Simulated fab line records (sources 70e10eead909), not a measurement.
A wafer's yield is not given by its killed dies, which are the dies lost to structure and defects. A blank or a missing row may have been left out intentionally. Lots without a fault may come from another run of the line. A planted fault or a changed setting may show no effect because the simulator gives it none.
Matching of chambers	flow nand harc	rie diel-03 running NHARC_A_STAIRCASE_DESCUM_186: 4 sister chambers
The step chemistry O2, time 3 s. 18 wafers are shown with their chamber, then 9 later ones without.

== WAFERS WITH THEIR CHAMBER ==
wafer	chamber	drypump motor current A (A)	showerhead plenum p Torr (Torr)	rf vpp V (V)
L074.1	0	5.6	2.00	58.1
L074.2	1	4.9	1.98	58.2
L074.3	2	5.6	2.02	58.5
L077.2	0	5.6	2.00	57.5
L077.3	3	6.7	1.90	57.7
L077.5	1	4.9	1.97	58.8
L080.1	1	4.9	1.97	58.2
L080.2	0	5.6	2.00	58.4
L080.4	3	6.8	1.89	57.5
L081.3	3	6.7	1.89	57.2
L081.5	1	4.9	1.97	58.0
L081.6	2	5.6	2.02	58.9
L083.1	3	6.8	1.89	57.7
L083.5	0	5.6	2.00	58.1
L083.6	3	6.7	1.89	57.2
L088.3	2	5.7	2.02	59.0
L088.5	3	6.7	1.88	56.7
L088.6	0	5.6	1.99	58.5

SIGNATURES (averages over the wafers above)
reading	chamber 0	chamber 1	chamber 2	chamber 3	scatter within a chamber
drypump motor current A	5.600	4.900	5.633	6.733	0.0378
showerhead plenum p Torr	1.9980	1.9725	2.0200	1.8900	0.00504
rf vpp V	58.120	58.300	58.800	57.333	0.363
Rule: a wafer lies at a distance from a chamber equal to the root of the sum of squares, over the readings, of (its reading less the chamber's mean, divided by the reading's scatter). The wafer belongs to the nearest chamber; if the next one is less than 2 further off, it can't be placed. The scatter: take each reading less its chamber's mean, square it, sum over the shown wafers, divide by the number of wafers less the number of chambers, and take the root.

== WAFERS MISSING THEIR CHAMBER ==
wafer	drypump motor current A (A)	showerhead plenum p Torr (Torr)	rf vpp V (V)
L093.1	6.8	1.88	57.9
L093.3	4.9	1.96	57.6
L093.6	6.8	1.88	57.3
L095.3	5.6	1.99	57.2
L095.5	4.9	1.96	58.2
L095.6	5.6	1.99	58.4
L096.1	5.6	2.01	58.4
L096.5	5.6	2.01	58.4
L096.6	6.7	1.88	56.4

== WHICH CHAMBER EACH ONE RAN IN ==
wafer	from the rows above	in truth
L093.1	3	3
L093.3	1	1
L093.6	3	3
L095.3	0	0
L095.5	1	1
L095.6	0	0
L096.1	can't be placed: 2 or 0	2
L096.5	can't be placed: 2 or 0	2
L096.6	3	3
7 of 9 placed correctly. These rows do not allow placing 2 (true chamber among the candidates in 2). Placed wrongly: 0.
